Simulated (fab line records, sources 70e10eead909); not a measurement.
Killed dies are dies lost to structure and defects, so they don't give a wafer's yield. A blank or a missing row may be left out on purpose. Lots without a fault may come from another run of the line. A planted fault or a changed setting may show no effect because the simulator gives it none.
fab line records | flow nand_harc
record lots=6 wafers=16 last_day=33
route steps=1302 shown A_SOURCE_PLATE@418 A_ONON_D1@424
lots that met no fault: from a run of the same line without faults
start_h: hours from the record's first day to the start of the lot's first wafer shown | wait_h: hours since the lot's step before | " the same as in the row above | L1.1+2: a row that stands for several wafers | - no value, or no start given | * or withheld: withheld | < > ~ a bound
route shown NAME@n: a module of which the file shows steps, and the number in the route of the first | usual: mean/standard deviation of fault-free wafers | same: alike in all rows | chamber/n: place in a boat | sites: the reading at each site | _std_site: their standard deviation | _edge_site: outer sites' mean less inner sites' | radius_mm: how far each site lies from the wafer's centre | mask NAME#n: copy n | behind: the tool/chamber that last shaped the wafer | hold: why the lot was held/for how many hours/how that ended | device: the transistor (n, p or np) that didn't switch | end of line: the same wafers' tests at the end of the route | a step without rows: its recipe alone | killed: dies lost to structure and defects at the first sort, not the wafer's yield | map: a wafer's dies, x killed, . not, _ none there
set.NAME: the setting as run; set.NAME@STEP: as run at that earlier step | model.NAME: the simulator's own value behind a step, which no gauge read
lots at some steps of the route; a table a step, a row a wafer
services: from which hour (start_h, from the record's first day; less than 0 if before it) a tool's chamber was out of use, for how many hours, and why
## steps
# step NHARC_A_SOURCE_PLATE_CVD_03
# recipe target_thk_a=2000 temp_c=620 pressure_mtorr=200 time_s=4000 material=poly-Si
# step NHARC_A_SOURCE_PLATE_ANNEAL_05
# recipe temp_c=850 time_s=1800
# step NHARC_A_SOURCE_PLATE_THK_MEAS_06
# recipe thk_meas_gauge=ellipsometry
# usual thk_nm=200.7/2.1
# columns lot.wafer tool chamber start_h wait_h thk_nm
L821.3 film_metro-02 - 182.17 0.4 199.4
L821.4 " - " " 198.2
L821.5 " - " " 201.1
L825.2 film_metro-01 - 225.34 0.4 200.2
L825.4 " - " " 202.3
L825.6 " - " " 203.5
L833.2 film_metro-02 - 305.32 0.4 198.4
L833.4 " - " " 200.7
L836.1 film_metro-02 - 326.21 0.4 201.8
L836.5 " - " " 201.8
L839.2 film_metro-01 - 362.07 0.4 201.9
L839.3 " - " " 201.1
L839.6 " - " " 201.7
L842.2 film_metro-01 - 386.64 0.4 206.6
L842.4 " - " " 202.8
L842.5 " - " " 204.3
# step NHARC_A_SOURCE_PLATE_INSPECT_08
# usual raw_defect_count=63/30
# columns lot.wafer tool chamber start_h wait_h raw_defect_count
L821.3 defect_inspect-01 - 182.27 0.0 45
L821.4 " - " " 59
L821.5 " - " " 95
L825.2 defect_inspect-02 - 225.45 0.0 46
L825.4 " - " " 41
L825.6 " - " " 48
L833.2 defect_inspect-02 - 305.38 0.0 80
L833.4 " - " " 57
L836.1 defect_inspect-01 - 326.27 0.0 37
L836.5 " - " " 59
L839.2 defect_inspect-01 - 362.18 0.0 73
L839.3 " - " " 55
L839.6 " - " " 98
L842.2 defect_inspect-02 - 386.70 0.0 38
L842.4 " - " " 47
L842.5 " - " " 69
# step NHARC_A_ONON_D1_DEP_00
# recipe target_thk_a=10000 n2_flow_sccm=2750 n2o_flow_sccm=2000 nh3_flow_sccm=500 sih4_flow_sccm=210 temp_c=400
# step NHARC_A_ONON_D1_THK_MEAS_02
# recipe thk_meas_gauge=ellipsometry
# usual thk_nm=1000/9.6
# columns lot.wafer tool chamber start_h wait_h thk_nm
L821.3 film_metro-02 - 182.85 - 999
L821.4 " - " " 1002
L821.5 " - " " 1000
L825.2 film_metro-02 - 226.03 - 996
L825.4 " - " " 993
L825.6 " - " " 996
L833.2 film_metro-02 - 305.96 - 1008
L833.4 " - " " 1009
L836.1 film_metro-02 - 326.85 - 1020
L836.5 " - " " 1018
L839.2 film_metro-01 - 362.75 - 1002
L839.3 " - " " 1000
L839.6 " - " " 1001
L842.2 film_metro-01 - 387.28 - 1000
L842.4 " - " " 1000
L842.5 " - " " 1001
# step NHARC_A_ONON_D1_DEP_03
# recipe target_thk_a=10000 n2_flow_sccm=2750 n2o_flow_sccm=2000 nh3_flow_sccm=500 sih4_flow_sccm=210 temp_c=400
# step NHARC_A_ONON_D1_THK_MEAS_05
# recipe thk_meas_gauge=ellipsometry
# usual thk_nm=1000/9.7
# columns lot.wafer tool chamber start_h wait_h thk_nm
L821.3 film_metro-02 - 183.41 - 1004
L821.4 " - " " 1000
L821.5 " - " " 1002
L825.2 film_metro-02 - 226.59 - 990
L825.4 " - " " 990
L825.6 " - " " 987
L833.2 film_metro-02 - 306.53 - 996
L833.4 " - " " 994
L836.1 film_metro-02 - 327.42 - 989
L836.5 " - " " 988
L839.2 film_metro-01 - 363.35 - 1007
L839.3 " - " " 1009
L839.6 " - " " 1006
L842.2 film_metro-01 - 387.84 - 1011
L842.4 " - " " 1011
L842.5 " - " " 1009
# step NHARC_A_ONON_D1_DEP_06
# recipe target_thk_a=10000 n2_flow_sccm=2750 n2o_flow_sccm=2000 nh3_flow_sccm=500 sih4_flow_sccm=210 temp_c=400
# step NHARC_A_ONON_D1_THK_MEAS_08
# recipe thk_meas_gauge=ellipsometry
# usual thk_nm=1000/9.5
# columns lot.wafer tool chamber start_h wait_h thk_nm
L821.3 film_metro-01 - 183.98 - 996
L821.4 " - " " 997
L821.5 " - " " 995
L825.2 film_metro-02 - 227.16 - 1016
L825.4 " - " " 1017
L825.6 " - " " 1017
L833.2 film_metro-02 - 307.09 - 992
L833.4 " - " " 990
L836.1 film_metro-02 - 327.99 - 998
L836.5 " - " " 1000
L839.2 film_metro-01 - 363.92 - 991
L839.3 " - " " 990
L839.6 " - " " 991
L842.2 film_metro-01 - 388.41 - 1001
L842.4 " - " " 1004
L842.5 " - " " 1003
# step NHARC_A_ONON_D1_DEP_09
# recipe target_thk_a=10000 n2_flow_sccm=2750 n2o_flow_sccm=2000 nh3_flow_sccm=500 sih4_flow_sccm=210 temp_c=400
# columns lot.wafer tool chamber start_h wait_h
L821.3+4+5 pecvd_onon-02 0 184.15 0.2
L825.2+4+6 pecvd_onon-01 0 227.27 0.1
L833.2+4 pecvd_onon-01 0 307.20 0.1
L836.1+5 pecvd_onon-01 0 328.11 0.1
L839.2+3+6 pecvd_onon-02 0 364.03 0.1
L842.2+4+5 pecvd_onon-03 0 388.52 0.1
# step NHARC_A_ONON_D1_THK_MEAS_11
# recipe thk_meas_gauge=ellipsometry
# usual thk_nm=999/9
# columns lot.wafer tool chamber start_h wait_h thk_nm
L821.3 film_metro-02 - 184.54 - 1010
L821.4 " - " " 1009
L821.5 " - " " 1008
L825.2 film_metro-01 - 227.73 - 989
L825.4 " - " " 990
L825.6 " - " " 988
L833.2 film_metro-02 - 307.66 - 1010
L833.4 " - " " 892
L836.1 film_metro-02 - 328.62 - 994
L836.5 " - " " 877
L839.2 film_metro-01 - 364.48 - 1006
L839.3 " - " " 1006
L839.6 " - " " 1007
L842.2 film_metro-01 - 388.98 - 1008
L842.4 " - " " 1007
L842.5 " - " " 1007
# step NHARC_A_ONON_D1_DEP_12
# recipe target_thk_a=10000 n2_flow_sccm=2750 n2o_flow_sccm=2000 nh3_flow_sccm=500 sih4_flow_sccm=210 temp_c=400
## services
# columns tool chamber start_h hours kind
pecvd_onon-02 - 185.28 13.0 pm
pecvd_onon-03 - 227.00 13.0 pm
pecvd_onon-01 - 269.95 13.0 pm
pecvd_onon-02 - 366.28 13.0 pm
## key
first_sign step=NHARC_A_ONON_D1_THK_MEAS_11 reading=thk_nm direction=down sigmas=13 usual=999 struck=885
effect none on later readings
met_at NHARC_A_ONON_D1_DEP_09
struck_wafers L833.4,L836.5
later_rows_left_out L833.4,L836.5
sort_left_out L833.4,L836.5
tester_left_out L833,L836
onset_between 227.27 307.20
fault kind=process_parameter_drift tool=pecvd_onon-01 chamber=- onset_h=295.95 steps=NHARC_A_ONON_D1_DEP_09 channel=target_thk_a offset=* shape=step end_h=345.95 scope=struck_wafers_only acts_in=* stated=*
# tester_left_out: of these lots the tester's yield and bins aren't shown, on N5 and GAA mostly nor the transistor test; their killed dies are dies lost to structure and defects alone, not to doping, threshold or leakage, so they don't give the yield
# sort_left_out: the simulated sort isn't trusted on such a fault, so these wafers' sort isn't shown, and their yield isn't known
# later_rows_left_out: the simulator's readings of these wafers behind a module that went badly wrong aren't trusted and aren't shown, but for the sort
